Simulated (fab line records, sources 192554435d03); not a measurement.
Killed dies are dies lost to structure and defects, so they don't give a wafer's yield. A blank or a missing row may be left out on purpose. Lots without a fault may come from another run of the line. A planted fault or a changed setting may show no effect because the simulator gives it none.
Which tool did it? | flow n5_finfet | 24 lots, 72 wafers sampled, at 5 steps of a route of 1938

WHAT THE GAUGES READ, wafer by wafer
N5_BEOL_M1_INSPECT_59: inspects for defects (darkfield). Usual: raw_defect_count 76, standard deviation 32.
lot  | measured     | on                | raw_defect_count | flag
L074 | day 6 18:59  | defect_inspect-01 | 71 47 49         |
L075 | day 6 22:45  | defect_inspect-01 | 93 110 175       |
L076 | day 7 01:24  | defect_inspect-01 | 119 84 121       |
L077 | day 7 02:16  | defect_inspect-01 | 54 55 66         |
L078 | day 7 13:45  | defect_inspect-01 | 87 119 118       |
L079 | day 7 18:12  | defect_inspect-02 | 55 27 35         |
L080 | day 8 01:32  | defect_inspect-02 | 50 49 78         |
L081 | day 8 09:12  | defect_inspect-01 | 186 68 123       |
L082 | day 8 13:24  | defect_inspect-01 | 63 84 58         |
L083 | day 8 19:33  | defect_inspect-02 | 65 70 57         |
L084 | day 9 00:08  | defect_inspect-02 | 39 67 50         |
L085 | day 9 16:34  | defect_inspect-01 | 116 64 83        |
L087 | day 10 01:37 | defect_inspect-02 | 50 56 71         |
L088 | day 10 03:58 | defect_inspect-01 | 212 154 113      |
L086 | day 10 04:25 | defect_inspect-02 | 67 74 68         |
L089 | day 10 07:04 | defect_inspect-02 | 58 44 40         |
L090 | day 10 08:40 | defect_inspect-01 | 80 83 86         |
L091 | day 10 21:40 | defect_inspect-01 | 96 84 60         |
L092 | day 11 01:52 | defect_inspect-01 | 76 77 98         |
L093 | day 11 08:52 | defect_inspect-01 | 61 69 80         |
L094 | day 11 21:18 | defect_inspect-02 | 50 61 74         |
L096 | day 11 22:11 | defect_inspect-01 | 72 85 68         |
L095 | day 12 01:05 | defect_inspect-01 | 43 44 79         |
L097 | day 12 18:28 | defect_inspect-02 | 69 43 49         |

N5_BEOL_M2_OVL_MEAS_12. Usual: M2_OVL -0.2 nm, standard deviation 0.78.
lot  | measured     | on         | M2_OVL (nm)    | flag
L074 | day 6 19:56  | overlay-02 | 0.0 0.2 0.6    |
L075 | day 6 23:24  | overlay-01 | 0.7 0.6 0.3    |
L076 | day 7 02:29  | overlay-02 | 0.5 0.9 0.9    |
L077 | day 7 05:10  | overlay-01 | 0.2 -0.3 -0.8  |
L078 | day 7 15:13  | overlay-01 | -1.0 0.1 0.0   |
L079 | day 7 19:16  | overlay-01 | -1.0 -1.1 -0.9 |
L080 | day 8 03:25  | overlay-01 | 0.1 -0.6 -0.9  |
L081 | day 8 10:19  | overlay-02 | 0.0 -1.0 -0.3  |
L082 | day 8 14:27  | overlay-01 | 0.7 -0.9 -0.1  |
L083 | day 8 22:15  | overlay-02 | 1.2 -0.1 -0.4  |
L084 | day 9 01:45  | overlay-02 | 0.9 -0.7 0.9   |
L085 | day 9 17:45  | overlay-01 | 0.6 -0.1 -0.4  |
L087 | day 10 03:38 | overlay-01 | -1.6 0.7 -1.5  |
L088 | day 10 04:50 | overlay-02 | -1.4 -1.7 -1.8 |
L086 | day 10 05:28 | overlay-01 | 1.0 1.1 0.5    |
L089 | day 10 09:57 | overlay-01 | -0.6 -0.9 -0.2 |
L090 | day 10 10:39 | overlay-01 | -1.1 1.1 -0.1  |
L091 | day 10 22:30 | overlay-01 | -0.3 -0.3 -0.1 |
L092 | day 11 02:49 | overlay-01 | -0.5 -0.5 -1.4 |
L093 | day 11 10:51 | overlay-01 | -0.2 0.1 -0.1  |
L094 | day 11 22:08 | overlay-02 | -0.7 0.7 -1.5  |
L096 | day 12 02:54 | overlay-01 | -0.5 -1.1 0.0  |
L095 | day 12 04:11 | overlay-01 | -1.0 -0.8 0.5  |
L097 | day 12 19:56 | overlay-01 | 1.3 1.0 1.2    |

N5_BEOL_M2_CD_MEAS_18: pitch 36 nm, target cd 18 nm. Usual: cd_nm 18.0 nm, standard deviation 0.3.
lot  | measured     | on        | cd_nm (nm)     | flag
L074 | day 6 20:32  | cd_sem-02 | 17.8 18.4 18.3 |
L075 | day 6 23:58  | cd_sem-01 | 18.1 18.3 18.2 |
L076 | day 7 03:00  | cd_sem-02 | 18.3 18.3 17.7 |
L077 | day 7 06:18  | cd_sem-02 | 18.4 18.2 18.4 |
L078 | day 7 15:44  | cd_sem-01 | 17.7 17.8 18.5 |
L079 | day 7 19:49  | cd_sem-02 | 17.3 17.7 17.5 |
L080 | day 8 04:04  | cd_sem-01 | 17.9 17.7 18.0 |
L081 | day 8 10:52  | cd_sem-01 | 18.0 17.7 18.6 |
L082 | day 8 14:58  | cd_sem-01 | 18.1 17.9 17.6 |
L083 | day 8 22:57  | cd_sem-02 | 17.5 17.6 18.0 |
L084 | day 9 02:19  | cd_sem-03 | 17.6 17.7 17.8 |
L085 | day 9 18:17  | cd_sem-03 | 17.7 17.8 17.8 |
L087 | day 10 04:32 | cd_sem-02 | 17.9 18.0 17.6 |
L088 | day 10 05:35 | cd_sem-03 | 18.1 18.6 17.7 |
L086 | day 10 06:25 | cd_sem-03 | 17.6 18.0 18.5 |
L089 | day 10 10:41 | cd_sem-02 | 17.7 18.0 18.3 |
L090 | day 10 11:11 | cd_sem-03 | 17.3 17.7 17.3 |
L091 | day 10 23:02 | cd_sem-01 | 18.6 18.5 18.1 |
L092 | day 11 03:37 | cd_sem-01 | 18.2 17.5 17.7 |
L093 | day 11 11:40 | cd_sem-02 | 18.0 18.0 17.5 |
L094 | day 11 22:40 | cd_sem-03 | 18.0 18.0 17.6 |
L096 | day 12 03:39 | cd_sem-03 | 18.2 17.8 17.6 |
L095 | day 12 04:42 | cd_sem-01 | 17.9 17.5 18.1 |
L097 | day 12 20:27 | cd_sem-02 | 17.9 18.0 18.1 |

N5_BEOL_M2_CD_MEAS_35: target cd 18 nm, target cd y 22.2 nm. Usual: cd_nm 17.9 nm, standard deviation 0.38.
lot  | measured     | on        | cd_nm (nm)     | flag
L074 | day 6 22:22  | cd_sem-01 | 18.2 18.4 18.1 |
L075 | day 7 05:44  | cd_sem-01 | 17.8 18.4 17.9 |
L076 | day 7 10:09  | cd_sem-03 | 18.3 17.7 17.3 |
L077 | day 7 10:10  | cd_sem-01 | 18.4 18.0 18.5 |
L078 | day 7 18:37  | cd_sem-03 | 17.7 18.3 18.2 |
L079 | day 7 21:31  | cd_sem-02 | 17.0 18.2 17.5 |
L080 | day 8 09:14  | cd_sem-03 | 18.0 17.3 17.5 |
L081 | day 8 18:59  | cd_sem-03 | 17.9 17.6 18.5 |
L082 | day 8 19:03  | cd_sem-02 | 18.3 17.6 17.5 |
L083 | day 9 03:05  | cd_sem-01 | 17.8 17.8 17.3 |
L084 | day 9 06:46  | cd_sem-03 | 17.5 17.8 18.2 |
L085 | day 10 00:40 | cd_sem-02 | 17.7 17.4 18.0 |
L087 | day 10 10:49 | cd_sem-01 | 18.2 18.0 17.9 |
L088 | day 10 10:50 | cd_sem-02 | 18.3 18.3 17.4 |
L086 | day 10 10:56 | cd_sem-02 | 18.0 18.0 18.2 |
L089 | day 10 13:52 | cd_sem-01 | 17.0 18.0 18.2 |
L090 | day 10 14:20 | cd_sem-02 | 17.8 17.4 17.9 |
L091 | day 11 03:13 | cd_sem-03 | 18.4 18.6 18.1 |
L092 | day 11 05:00 | cd_sem-03 | 17.6 17.5 18.6 |
L093 | day 11 14:09 | cd_sem-03 | 18.1 18.0 18.1 |
L094 | day 12 08:51 | cd_sem-03 | 17.9 17.2 17.2 |
L096 | day 12 10:09 | cd_sem-02 | 17.8 17.9 17.5 |
L095 | day 12 10:38 | cd_sem-02 | 17.9 17.9 18.8 |
L097 | day 13 00:24 | cd_sem-01 | 18.1 18.1 18.1 |

WHICH TOOL RAN EACH LOT (tool, then ch and the chambers of the sampled wafers, then the start)
lot  | N5_BEOL_M2_STRIP_97
L074 | rie_diel-02 ch 0,1, day 6 22:22 or earlier
L075 | rie_diel-06 ch 0,1,3, day 7 05:44 or earlier
L076 | rie_diel-06 ch 0,3, day 7 10:09 or earlier
L077 | rie_diel-02 ch 1,2,3, day 7 10:10 or earlier
L078 | rie_diel-01 ch 0,1, day 7 18:37 or earlier
L079 | rie_diel-02 ch 1,2,3, day 7 21:31 or earlier
L080 | rie_diel-02 ch 0,1,3, day 8 09:14 or earlier
L081 | rie_diel-02 ch 0,1,2, day 8 18:59 or earlier
L082 | rie_diel-06 ch 0,1,2, day 8 19:03 or earlier
L083 | rie_diel-01 ch 1,2,3, day 9 03:05 or earlier
L084 | rie_diel-06 ch 1,3, day 9 06:46 or earlier
L085 | rie_diel-02 ch 0,1,3, day 10 00:40 or earlier
L087 | rie_diel-06 ch 0,1,2, day 10 10:49 or earlier
L088 | rie_diel-01 ch 1,3, day 10 10:50 or earlier
L086 | rie_diel-02 ch 1,2,3, day 10 10:56 or earlier
L089 | rie_diel-02 ch 0,2,3, day 10 13:52 or earlier
L090 | rie_diel-02 ch 0,1,3, day 10 14:20 or earlier
L091 | rie_diel-02 ch 0,2, day 11 03:13 or earlier
L092 | rie_diel-02 ch 0,3, day 11 05:00 or earlier
L093 | rie_diel-01 ch 0,1,3, day 11 14:09 or earlier
L094 | rie_diel-06 ch 0,1,2, day 12 08:51 or earlier
L096 | rie_diel-02 ch 0,1, day 12 10:09 or earlier
L095 | rie_diel-02 ch 0,3, day 12 10:38 or earlier
L097 | rie_diel-01 ch 0,1,3, day 13 00:24 or earlier
- N5_BEOL_M2_STRIP_97: strips in N2/H2, time 10 s.

WHAT THE TOOLS THEMSELVES READ (means of the sampled wafers that have a number; where no wafer has one, the mark that the record gives instead)
N5_BEOL_M2_STRIP_97. Usual: drypump_motor_current_A 5.8 A, standard deviation 0.34; n2_flow_sccm 200.0 sccm, standard deviation 0.61; oes_product_au 0.83 a.u., standard deviation 0.078; rf_vpp_V 59.4 V, standard deviation 0.83; showerhead_plenum_p_Torr 2.57 Torr, standard deviation 0.058; throttle_valve_pct 23.60 %, standard deviation 0.27.
lot  | tool        | drypump_motor_current_A (A) | n2_flow_sccm (sccm) | oes_product_au (a.u.) | rf_vpp_V (V) | showerhead_plenum_p_Torr (Torr) | throttle_valve_pct (%) | flag
L074 | rie_diel-02 | 5.8                         | 199.4               | 0.82                  | 59.1         | 2.59                            | 23.41                  |
L075 | rie_diel-06 | 6.1                         | 199.9               | 0.86                  | 58.9         | 2.53                            | 23.95                  |
L076 | rie_diel-06 | 5.7                         | 199.8               | 0.77                  | 60.0         | 2.50                            | 24.07                  |
L077 | rie_diel-02 | 5.7                         | 200.5               | 0.85                  | 58.6         | 2.60                            | 23.34                  |
L078 | rie_diel-01 | 6.1                         | 200.1               | 0.75                  | 58.7         | 2.57                            | 23.86                  |
L079 | rie_diel-02 | 5.7                         | 201.0               | 0.84                  | 59.3         | 2.59                            | 23.35                  |
L080 | rie_diel-02 | 5.7                         | 199.8               | 0.82                  | 59.8         | 2.59                            | 23.45                  |
L081 | rie_diel-02 | 5.9                         | 199.8               | 0.82                  | 59.2         | 2.58                            | 23.35                  |
L082 | rie_diel-06 | 6.1                         | 200.4               | 0.90                  | 60.4         | 2.52                            | 23.90                  |
L083 | rie_diel-01 | 5.8                         | 200.0               | 0.85                  | 60.0         | 2.59                            | 23.63                  |
L084 | rie_diel-06 | 5.8                         | 200.2               | 0.76                  | 59.5         | 2.53                            | 23.93                  |
L085 | rie_diel-02 | 5.7                         | 199.7               | 0.81                  | 60.0         | 2.59                            | 23.48                  |
L087 | rie_diel-06 | 6.1                         | 200.0               | 0.87                  | 59.1         | 2.51                            | 23.92                  |
L088 | rie_diel-01 | 5.6                         | 199.9               | 0.88                  | 59.6         | 2.61                            | 23.71                  |
L086 | rie_diel-02 | 5.7                         | 200.4               | 0.81                  | 59.0         | 2.58                            | 23.38                  |
L089 | rie_diel-02 | 5.9                         | 199.5               | 0.85                  | 59.3         | 2.58                            | 23.35                  |
L090 | rie_diel-02 | 5.7                         | 200.2               | 0.80                  | 60.9         | 2.58                            | 23.48                  |
L091 | rie_diel-02 | 6.1                         | 199.8               | 0.83                  | 59.1         | 2.57                            | 23.35                  |
L092 | rie_diel-02 | 5.7                         | 199.4               | 0.84                  | 58.6         | 2.58                            | 23.49                  |
L093 | rie_diel-01 | 5.8                         | 199.6               | 0.85                  | 59.9         | 2.61                            | 23.69                  |
L094 | rie_diel-06 | 6.2                         | 200.2               | 0.86                  | 59.9         | 2.51                            | 23.93                  |
L096 | rie_diel-02 | 5.9                         | 200.9               | 0.77                  | 59.6         | 2.57                            | 23.49                  |
L095 | rie_diel-02 | 5.8                         | 199.6               | 0.82                  | 59.7         | 2.57                            | 23.48                  |
L097 | rie_diel-01 | 5.8                         | 199.9               | 0.84                  | 59.7         | 2.61                            | 23.72                  |

THE ANSWER, worked out from the rows above alone
Rule: a lot is off if the mean of its wafers that have a number lies more than 3 standard deviations from the usual mean. A lot without any number at a reading at which 4 lots or more have one is off too. The other lots that the step has rows for count as sound. The gauges are gone through in route order, then the tools' own readings, and for those a lot's mean is taken as printed above. The first step at which some lot is off is used, and at that step the reading that is off furthest; a lot without a number counts as furthest.
No lot is off at any reading shown: from this, nothing can be told.

WHAT THE SIMULATOR HAD PUT IN
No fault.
